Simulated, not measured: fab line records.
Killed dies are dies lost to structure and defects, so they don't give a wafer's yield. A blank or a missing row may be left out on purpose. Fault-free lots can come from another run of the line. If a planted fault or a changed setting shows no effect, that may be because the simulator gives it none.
fab line records || flow n5Finfet
record: {"lots": 4, "wafers": 12, "lastDay": 17}
route steps=1938 shown BEOL_M2@926 BEOL_M3@931 BEOL_M4@1111 PASSIVATION@1936
lots that met no fault: taken from a fault-free run of the same line
startH: start of the lot's first displayed wafer, in hours after the record's first day || waitH: hours since the lot's step before || " as in the row above || L1.1+2: a single row standing in for several wafers || - either no value or no given start || * or withheld: withheld || < > ~ a bound
route shown NAME@n: NAME is a module with steps in the file, n the number in the route of the first one || usual: mean and standard deviation over wafers with no fault || same: alike in all rows || chamber/n: place in a boat || sites: per-site readings || _std_site: how widely they spread, as a standard deviation || _edge_site: inner sites' mean taken away from outer sites' mean || radiusMm: how far each site lies from the wafer's centre || mask NAME#n: copy n || behind: the last tool/chamber to shape the wafer || hold: reason for holding the lot/hours on hold/outcome of the hold || device: the transistor (n, p or np) that didn't switch || end of line: the tests these same wafers got at the end of their route || a step with no rows: only its recipe || killed: not the wafer's yield, but the dies lost to structure and defects at the first sort || map: the dies of a wafer, with x for killed, . for not killed, _ for no die there
set.NAME: the run value of the setting; set.NAME@STEP: its run value at that earlier step || model.NAME: the simulator's own value behind a step, which no gauge read
lots seen at some steps along the route; tables by step, rows by wafer
services: when a tool's chamber went out of use (startH, in hours from the record's first day, below 0 if earlier), for how many hours, and the reason
== steps ==
step: N5_BEOL_M2_CO_CAP_55
recipe: {"material": "Co", "targetThkA": 20, "tempC": 200, "precursor": "CCTBA/H2", "pressureTorr": 30, "timeS": 102.1}
step: N5_BEOL_M2_PRE_CLEAN_56
recipe: {"gas": "NH3", "timeS": 15, "tempC": "withheld", "rfPowerW": 300}
step: N5_BEOL_M2_DEP_57
recipe: {"material": "SiCN", "targetThkA": 80, "tempC": "withheld", "precursor": "3MS/NH3", "pressureTorr": 3, "rfW": 202, "timeS": 14}
step: N5_BEOL_M3_ILD_DEP_00
recipe: {"material": "SiOC", "targetThkA": 790, "tempC": 350, "precursor": "DEMS/O2", "pressureTorr": 5, "rfW": 500, "timeS": 15.3}
step: N5_BEOL_M3_PECVD_72
recipe: {"material": "SiO2", "targetThkA": 160, "tempC": 400, "precursor": "TEOS/O2", "pressureTorr": 5.5, "rfW": 450, "teosFlowSccm": 53.8, "gas": "O2", "flowSccm": 3000, "timeS": 18}
step: N5_BEOL_M3_HM_DEP_02
recipe: {"material": "TiN", "targetThkA": 200, "tempC": 25, "chamberPressurePa": 0.49996}
step: N5_BEOL_M3_COAT_61
recipe: {"resist": "SOC", "tempC": 250, "timeS": 60, "spinRpm": 1500, "resistThkNm": 60}
step: N5_BEOL_M3_COAT_62
recipe: {"resist": "SiARC", "tempC": 220, "timeS": 60, "spinRpm": 1500, "resistThkNm": 12}
step: N5_BEOL_M3_COAT_73
recipe: {"resist": "underlayer", "tempC": 205, "timeS": 60, "spinRpm": 1500, "resistThkNm": 5}
step: N5_BEOL_M3_COAT_05
recipe: {"resist": "CAR-EUV", "spinRpm": 1500, "resistThkNm": 30}
usual: {"spinSpeedRpm": "1499.9/0.84"}
{"lot.wafer": "L258.1", "tool": "lithoTrack-02", "chamber": 0, "startH": 173.26, "waitH": "-", "spinSpeedRpm": 1500.4, "model.CAR-EUV_of_BEOL_M3_COAT_05.thkNm": 30}
{"lot.wafer": "L258.4", "tool": "lithoTrack-02", "chamber": 0, "startH": 173.26, "waitH": "-", "spinSpeedRpm": 1500.8, "model.CAR-EUV_of_BEOL_M3_COAT_05.thkNm": 30.2}
{"lot.wafer": "L258.6", "tool": "lithoTrack-02", "chamber": 0, "startH": 173.26, "waitH": "-", "spinSpeedRpm": 1501.5, "model.CAR-EUV_of_BEOL_M3_COAT_05.thkNm": 30.2}
{"lot.wafer": "L271.1", "tool": "lithoTrack-02", "chamber": 0, "startH": 257.26, "waitH": "-", "spinSpeedRpm": 1436.1, "model.CAR-EUV_of_BEOL_M3_COAT_05.thkNm": 30.6}
{"lot.wafer": "L271.3", "tool": "lithoTrack-02", "chamber": 0, "startH": 257.26, "waitH": "-", "spinSpeedRpm": 1437.1, "model.CAR-EUV_of_BEOL_M3_COAT_05.thkNm": 30.6}
{"lot.wafer": "L271.6", "tool": "lithoTrack-02", "chamber": 0, "startH": 257.26, "waitH": "-", "spinSpeedRpm": 1436.6, "model.CAR-EUV_of_BEOL_M3_COAT_05.thkNm": 30.6}
{"lot.wafer": "L272.2", "tool": "lithoTrack-02", "chamber": 0, "startH": 257.67, "waitH": "-", "spinSpeedRpm": 1438.2, "model.CAR-EUV_of_BEOL_M3_COAT_05.thkNm": 30.8}
{"lot.wafer": "L272.3", "tool": "lithoTrack-02", "chamber": 0, "startH": 257.67, "waitH": "-", "spinSpeedRpm": 1436.7, "model.CAR-EUV_of_BEOL_M3_COAT_05.thkNm": 30.6}
{"lot.wafer": "L272.6", "tool": "lithoTrack-02", "chamber": 0, "startH": 257.67, "waitH": "-", "spinSpeedRpm": 1436.7, "model.CAR-EUV_of_BEOL_M3_COAT_05.thkNm": 30.6}
{"lot.wafer": "L274.1", "tool": "lithoTrack-04", "chamber": 0, "startH": 275.09, "waitH": "-", "spinSpeedRpm": 1501.8, "model.CAR-EUV_of_BEOL_M3_COAT_05.thkNm": 30}
{"lot.wafer": "L274.3", "tool": "lithoTrack-04", "chamber": 0, "startH": 275.09, "waitH": "-", "spinSpeedRpm": 1500.6, "model.CAR-EUV_of_BEOL_M3_COAT_05.thkNm": 30}
{"lot.wafer": "L274.5", "tool": "lithoTrack-04", "chamber": 0, "startH": 275.09, "waitH": "-", "spinSpeedRpm": 1501.9, "model.CAR-EUV_of_BEOL_M3_COAT_05.thkNm": 30}
step: N5_BEOL_M3_EBR_07
recipe: {"solvent": "PGMEA", "ebrWidthMm": 1.5}
step: N5_BEOL_M3_SOFTBAKE_06
recipe: {"tempC": 110, "timeS": 60, "resist": "CAR-EUV"}
step: N5_BEOL_M3_EXPOSE_08
recipe: {"maskId": "M3", "na": 0.33, "sourceShape": "dipole", "sigmaInner": 0.369, "sigmaOuter": 0.767, "polarization": "unpolarized", "doseMj": 33}
step: N5_BEOL_M3_PEB_09
recipe: {"pebTempC": 100, "pebTimeS": 60, "resist": "CAR-EUV"}
step: N5_BEOL_M3_DEVELOP_10
recipe: {"developTimeS": 30, "developer": "TMAH", "resist": "CAR-EUV", "rinseLiquid": "surfactantRinse", "dry": "airSpin", "devTempC": 23}
step: N5_BEOL_M3_DESCUM_16
recipe: {"chemistry": "O2", "timeS": 7, "sourcePowerW": 50, "biasPowerW": 20, "pressureMtorr": 20, "rfFrequencyHz": 2.712e+07, "tempC": 40, "resist": "CAR-EUV", "o2FlowSccm": 225}
step: N5_BEOL_M3_ETCH_74
recipe: {"chemistry": "N2/H2", "target": "underlayer", "targetDepthA": 65, "maskMaterial": "CAR-EUV", "timeS": 5.2, "ionEnergyEv": 200, "pressureMtorr": 30, "sourceW": 840, "biasW": 150, "n2FlowSccm": 200, "h2FlowSccm": 200, "ends": "cleared"}
step: N5_BEOL_M3_ETCH_63
recipe: {"chemistry": "CF4", "target": "SiARC", "targetDepthA": 156, "maskMaterial": "CAR-EUV", "timeS": 26, "ionEnergyEv": 80, "pressureMtorr": 40, "sourceW": 545, "biasW": 36, "Ar_flow_sccm": 100, "cf4FlowSccm": 100, "ends": "cleared"}
usual: {"drypumpMotorCurrentA": "5.8/0.51", "etchRfOnTimeS": "25.9/0.4", "oesProductAu": "0.68/0.069", "rfVppV": "184.7/1.1", "showerheadPlenumPTorr": "2.19/0.06", "throttleValvePct": "15.53/0.25"}
{"lot.wafer": "L258.1", "tool": "rieDiel-03", "chamber": 3, "startH": 173.83, "waitH": 0.0, "drypumpMotorCurrentA": 5.7, "etchRfOnTimeS": 25.8, "oesProductAu": 0.77, "rfHoursCounterH": 24, "rfVppV": 184.3, "showerheadPlenumPTorr": 2.18, "throttleValvePct": 15.42, "model.CAR-EUV_of_BEOL_M3_COAT_05.thkNm": 11.2}
{"lot.wafer": "L258.4", "tool": "rieDiel-03", "chamber": 2, "startH": 173.83, "waitH": 0.0, "drypumpMotorCurrentA": 6.0, "etchRfOnTimeS": 25.5, "oesProductAu": 0.64, "rfHoursCounterH": 187, "rfVppV": 185.1, "showerheadPlenumPTorr": 2.21, "throttleValvePct": 15.67, "model.CAR-EUV_of_BEOL_M3_COAT_05.thkNm": 11.2}
{"lot.wafer": "L258.6", "tool": "rieDiel-03", "chamber": 1, "startH": 173.83, "waitH": 0.0, "drypumpMotorCurrentA": 5.9, "etchRfOnTimeS": 26.0, "oesProductAu": 0.64, "rfHoursCounterH": "-", "rfVppV": 184.1, "showerheadPlenumPTorr": 2.22, "throttleValvePct": 15.74, "model.CAR-EUV_of_BEOL_M3_COAT_05.thkNm": 11.4}
{"lot.wafer": "L271.1", "tool": "rieDiel-01", "chamber": 3, "startH": 257.79, "waitH": 0.0, "drypumpMotorCurrentA": 5.7, "etchRfOnTimeS": 25.8, "oesProductAu": 0.69, "rfHoursCounterH": 87, "rfVppV": 182.7, "showerheadPlenumPTorr": 2.08, "throttleValvePct": 15.43, "model.CAR-EUV_of_BEOL_M3_COAT_05.thkNm": 11.8}
{"lot.wafer": "L271.3", "tool": "rieDiel-01", "chamber": 0, "startH": 257.79, "waitH": 0.0, "drypumpMotorCurrentA": 6.6, "etchRfOnTimeS": 26.3, "oesProductAu": 0.62, "rfHoursCounterH": 192, "rfVppV": 185.4, "showerheadPlenumPTorr": 2.21, "throttleValvePct": 15.60, "model.CAR-EUV_of_BEOL_M3_COAT_05.thkNm": 11.6}
{"lot.wafer": "L271.6", "tool": "rieDiel-01", "chamber": 0, "startH": 257.79, "waitH": 0.0, "drypumpMotorCurrentA": 6.7, "etchRfOnTimeS": 26.3, "oesProductAu": 0.63, "rfHoursCounterH": "-", "rfVppV": 186.3, "showerheadPlenumPTorr": 2.21, "throttleValvePct": 15.61, "model.CAR-EUV_of_BEOL_M3_COAT_05.thkNm": 11.6}
{"lot.wafer": "L272.2", "tool": "rieDiel-01", "chamber": 3, "startH": 258.11, "waitH": 0.0, "drypumpMotorCurrentA": 5.7, "etchRfOnTimeS": 25.9, "oesProductAu": 0.69, "rfHoursCounterH": 87, "rfVppV": 183.7, "showerheadPlenumPTorr": 2.08, "throttleValvePct": 15.44, "model.CAR-EUV_of_BEOL_M3_COAT_05.thkNm": 11.8}
{"lot.wafer": "L272.3", "tool": "rieDiel-01", "chamber": 1, "startH": 258.11, "waitH": 0.0, "drypumpMotorCurrentA": 5.0, "etchRfOnTimeS": 25.1, "oesProductAu": 0.73, "rfHoursCounterH": 57, "rfVppV": 186.3, "showerheadPlenumPTorr": 2.26, "throttleValvePct": 15.50, "model.CAR-EUV_of_BEOL_M3_COAT_05.thkNm": 11.6}
{"lot.wafer": "L272.6", "tool": "rieDiel-01", "chamber": 0, "startH": 258.11, "waitH": 0.0, "drypumpMotorCurrentA": 6.7, "etchRfOnTimeS": 26.0, "oesProductAu": 0.63, "rfHoursCounterH": "-", "rfVppV": 185.0, "showerheadPlenumPTorr": 2.21, "throttleValvePct": 15.60, "model.CAR-EUV_of_BEOL_M3_COAT_05.thkNm": 11.8}
{"lot.wafer": "L274.1", "tool": "rieDiel-03", "chamber": 2, "startH": 275.64, "waitH": 0.0, "drypumpMotorCurrentA": 6.0, "etchRfOnTimeS": 25.8, "oesProductAu": 0.60, "rfHoursCounterH": 227, "rfVppV": 185.1, "showerheadPlenumPTorr": 2.20, "throttleValvePct": 15.76, "model.CAR-EUV_of_BEOL_M3_COAT_05.thkNm": 11}
{"lot.wafer": "L274.3", "tool": "rieDiel-03", "chamber": 0, "startH": 275.64, "waitH": 0.0, "drypumpMotorCurrentA": 5.3, "etchRfOnTimeS": 26.4, "oesProductAu": 0.60, "rfHoursCounterH": 206, "rfVppV": 184.7, "showerheadPlenumPTorr": 2.20, "throttleValvePct": 15.40, "model.CAR-EUV_of_BEOL_M3_COAT_05.thkNm": 11.2}
{"lot.wafer": "L274.5", "tool": "rieDiel-03", "chamber": 3, "startH": 275.64, "waitH": 0.0, "drypumpMotorCurrentA": 5.8, "etchRfOnTimeS": 26.1, "oesProductAu": 0.75, "rfHoursCounterH": "-", "rfVppV": 184.4, "showerheadPlenumPTorr": 2.18, "throttleValvePct": 15.44, "model.CAR-EUV_of_BEOL_M3_COAT_05.thkNm": 11.2}
step: N5_BEOL_M3_ETCH_64
recipe: {"chemistry": "N2/H2", "target": "SOC", "targetDepthA": 750, "overetchA": 150, "maskMaterial": "SiARC", "tempC": 40, "timeS": 112.5, "ionEnergyEv": 200, "pressureMtorr": 30, "sourceW": 840, "biasW": 150, "n2FlowSccm": 200, "h2FlowSccm": 200}
step: N5_BEOL_M4_RC_MEAS_101
usual: {"DIBL_N": "36.2/1.5", "DIBL_P": "36.2/1.7", "IOFF_N": "0.155/0.021", "IOFF_P": "0.216/0.026", "ION_N": "674/11", "ION_P": "464/6.8", "SS_N": "71.5/0.56", "SS_P": "73.3/0.6", "VT_N": "250.2/2.6", "VT_P": "-249.3/2.5"}
{"lot.wafer": "L258.1", "tool": "prober-02", "chamber": 0, "startH": 195.25, "waitH": 0.0, "DIBL_N[mV/V]": 34.8, "DIBL_P[mV/V]": 35.7, "IOFF_N[nA/um]": 0.144, "IOFF_P[nA/um]": 0.187, "ION_N[uA/um]": 676, "ION_P[uA/um]": 461, "SS_N[mV/dec]": 71.9, "SS_P[mV/dec]": 72.8, "VT_N[mV]": 251.3, "VT_P[mV]": -251.5}
{"lot.wafer": "L258.4", "tool": "prober-02", "chamber": 0, "startH": 195.25, "waitH": 0.0, "DIBL_N[mV/V]": 35.9, "DIBL_P[mV/V]": 36.5, "IOFF_N[nA/um]": 0.157, "IOFF_P[nA/um]": 0.204, "ION_N[uA/um]": 679, "ION_P[uA/um]": 463, "SS_N[mV/dec]": 71.8, "SS_P[mV/dec]": 73.7, "VT_N[mV]": 250.5, "VT_P[mV]": -251.2}
{"lot.wafer": "L258.6", "tool": "prober-02", "chamber": 0, "startH": 195.25, "waitH": 0.0, "DIBL_N[mV/V]": 34.7, "DIBL_P[mV/V]": 35.5, "IOFF_N[nA/um]": 0.136, "IOFF_P[nA/um]": 0.185, "ION_N[uA/um]": 680, "ION_P[uA/um]": 463, "SS_N[mV/dec]": 71.3, "SS_P[mV/dec]": 72.9, "VT_N[mV]": 252.7, "VT_P[mV]": -252.3}
{"lot.wafer": "L271.1", "tool": "prober-02", "chamber": 0, "startH": 275.25, "waitH": 0.0, "DIBL_N[mV/V]": 33.8, "DIBL_P[mV/V]": 33.0, "IOFF_N[nA/um]": 0.116, "IOFF_P[nA/um]": 0.178, "ION_N[uA/um]": 662, "ION_P[uA/um]": 459, "SS_N[mV/dec]": 71.2, "SS_P[mV/dec]": 73.3, "VT_N[mV]": 255.3, "VT_P[mV]": -253.1}
{"lot.wafer": "L271.3", "tool": "prober-02", "chamber": 0, "startH": 275.25, "waitH": 0.0, "DIBL_N[mV/V]": 35.8, "DIBL_P[mV/V]": 34.8, "IOFF_N[nA/um]": 0.142, "IOFF_P[nA/um]": 0.208, "ION_N[uA/um]": 663, "ION_P[uA/um]": 455, "SS_N[mV/dec]": 71.9, "SS_P[mV/dec]": 73.2, "VT_N[mV]": 251.3, "VT_P[mV]": -249.5}
{"lot.wafer": "L271.6", "tool": "prober-02", "chamber": 0, "startH": 275.25, "waitH": 0.0, "DIBL_N[mV/V]": 34.0, "DIBL_P[mV/V]": 32.9, "IOFF_N[nA/um]": 0.115, "IOFF_P[nA/um]": 0.176, "ION_N[uA/um]": 662, "ION_P[uA/um]": 463, "SS_N[mV/dec]": 71.0, "SS_P[mV/dec]": 72.5, "VT_N[mV]": 256.5, "VT_P[mV]": -249.8}
{"lot.wafer": "L272.2", "tool": "prober-01", "chamber": 0, "startH": 287.36, "waitH": 0.2, "DIBL_N[mV/V]": 37.5, "DIBL_P[mV/V]": 37.1, "IOFF_N[nA/um]": 0.153, "IOFF_P[nA/um]": 0.223, "ION_N[uA/um]": 665, "ION_P[uA/um]": 465, "SS_N[mV/dec]": 71.8, "SS_P[mV/dec]": 73.0, "VT_N[mV]": 249.2, "VT_P[mV]": -250.2}
{"lot.wafer": "L272.3", "tool": "prober-01", "chamber": 0, "startH": 287.36, "waitH": 0.2, "DIBL_N[mV/V]": 37.6, "DIBL_P[mV/V]": 37.6, "IOFF_N[nA/um]": 0.161, "IOFF_P[nA/um]": 0.229, "ION_N[uA/um]": 690, "ION_P[uA/um]": 476, "SS_N[mV/dec]": 71.7, "SS_P[mV/dec]": 73.6, "VT_N[mV]": 249.7, "VT_P[mV]": -249.3}
{"lot.wafer": "L272.6", "tool": "prober-01", "chamber": 0, "startH": 287.36, "waitH": 0.2, "DIBL_N[mV/V]": 35.7, "DIBL_P[mV/V]": 35.7, "IOFF_N[nA/um]": 0.131, "IOFF_P[nA/um]": 0.192, "ION_N[uA/um]": 677, "ION_P[uA/um]": 465, "SS_N[mV/dec]": 70.9, "SS_P[mV/dec]": 73.0, "VT_N[mV]": 251.9, "VT_P[mV]": -250.9}
{"lot.wafer": "L274.1", "tool": "prober-01", "chamber": 0, "startH": 303.57, "waitH": 0.0, "DIBL_N[mV/V]": 35.8, "DIBL_P[mV/V]": 34.7, "IOFF_N[nA/um]": 0.136, "IOFF_P[nA/um]": 0.208, "ION_N[uA/um]": 680, "ION_P[uA/um]": 473, "SS_N[mV/dec]": 71.1, "SS_P[mV/dec]": 72.9, "VT_N[mV]": 252.3, "VT_P[mV]": -250.1}
{"lot.wafer": "L274.3", "tool": "prober-01", "chamber": 0, "startH": 303.57, "waitH": 0.0, "DIBL_N[mV/V]": 36.6, "DIBL_P[mV/V]": 35.5, "IOFF_N[nA/um]": 0.141, "IOFF_P[nA/um]": 0.213, "ION_N[uA/um]": 673, "ION_P[uA/um]": 469, "SS_N[mV/dec]": 70.9, "SS_P[mV/dec]": 73.7, "VT_N[mV]": 251.9, "VT_P[mV]": -248.8}
{"lot.wafer": "L274.5", "tool": "prober-01", "chamber": 0, "startH": 303.57, "waitH": 0.0, "DIBL_N[mV/V]": 37.1, "DIBL_P[mV/V]": 36.0, "IOFF_N[nA/um]": 0.152, "IOFF_P[nA/um]": 0.217, "ION_N[uA/um]": 666, "ION_P[uA/um]": 467, "SS_N[mV/dec]": 72.1, "SS_P[mV/dec]": 73.9, "VT_N[mV]": 251.5, "VT_P[mV]": -248.7}
step: N5_PASSIVATION_PROBE_49
usual: {"defectLimitedYield": "91.3/1.3", "killed_at_M0_to_M3": "32/11", "killed_at_M4_up": "15/5.6", "killedAtContacts": "12/6", "killedAtFrontEnd": "40/11", "killedAtOther": "3.5/2.6", "killedDies": "102/15", "killedOpen": "67/12", "killedShort": "34/7.3", "sort_bin_5_function": "5.1/0.85", "sort_bin_6_memory": "3.2/0.61", "sortNPass": "1078/15", "sortYieldPct": "91.3/1.3"}
same: {"grossDies": 1180, "killedAtBackSide": 0, "sort_bin_4_leakage[%]": 0, "sort_bin_8_speed[%]": 0}
{"lot.wafer": "L272.3", "tool": "prober-01", "chamber": "-", "startH": 382.72, "waitH": 0.1, "defectLimitedYield[%]": 90.6, "killed_at_M0_to_M3": 39, "killed_at_M4_up": 19, "killedAtContacts": 14, "killedAtFrontEnd": 36, "killedAtOther": 3, "killedDies": 111, "killedOpen": 76, "killedShort": 33, "sort_bin_5_function[%]": 5.8, "sort_bin_6_memory[%]": 3.1, "sortNPass": 1069, "sortYieldPct[%]": 90.6}
killed by level:class
L272.3 MOL_CONTACT_COAG:geometricParticle:open=14 BEOL_M1:geometricParticle:open=10 STI_FIN_REVEAL:geometricParticle:open=9 BEOL_M4:geometricParticle:open=8 BEOL_M0_SAQP:geometricParticle:short=7 BEOL_M0:geometricParticle:open=6 BEOL_M3:geometricParticle:open=6 FIN_SAQP:geometricParticle:short=5
== services ==
{"tool": "rieDiel-01", "chamber": 3, "startH": 163.44, "hours": 4.6, "kind": "repair"}
{"tool": "rieDiel-01", "chamber": 0, "startH": 184.02, "hours": 9.1, "kind": "repair"}
{"tool": "rieDiel-01", "chamber": 2, "startH": 185.47, "hours": 12.7, "kind": "repair"}
{"tool": "rieDiel-03", "chamber": 3, "startH": 194.87, "hours": 4.1, "kind": "repair"}
{"tool": "rieDiel-03", "chamber": 3, "startH": 202.36, "hours": 63.7, "kind": "repair"}
{"tool": "rieDiel-01", "chamber": 2, "startH": 252.57, "hours": "-", "kind": "clean"}
{"tool": "rieDiel-01", "chamber": 2, "startH": 252.57, "hours": "-", "kind": "consumableReplace:focusRing"}
{"tool": "rieDiel-01", "chamber": 2, "startH": 252.57, "hours": 22.7, "kind": "scheduledDown"}
{"tool": "rieDiel-01", "chamber": 2, "startH": 252.57, "hours": 22.7, "kind": "ventCycle"}
{"tool": "rieDiel-03", "chamber": 1, "startH": 262.53, "hours": 4.8, "kind": "repair"}
== key ==
firstSign: {"step": "N5_BEOL_M3_COAT_05", "reading": "spinSpeedRpm", "direction": "down", "sigmas": 75, "usual": "*", "struck": "*"}
effect none on later readings
modelEffect: {"step": "N5_BEOL_M3_COAT_05", "value": "CAR-EUV_of_BEOL_M3_COAT_05.thkNm", "without": 30, "struck": 30.63}
modelEffect: {"step": "N5_BEOL_M3_ETCH_63", "value": "CAR-EUV_of_BEOL_M3_COAT_05.thkNm", "without": 11.1, "struck": 11.7}
metAt N5_BEOL_M3_COAT_05
struckWafers L271.1,L271.3,L271.6,L272.2,L272.3,L272.6
onsetBetween 173.26 257.26
fault: {"kind": "processParameterDrift", "tool": "lithoTrack-02", "chamber": "-", "onsetH": 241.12, "steps": "N5_BEOL_M3_COAT_05", "channel": "spinRpm", "offset": "*", "shape": "step", "endH": 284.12, "actsIn": "*", "stated": "*"}
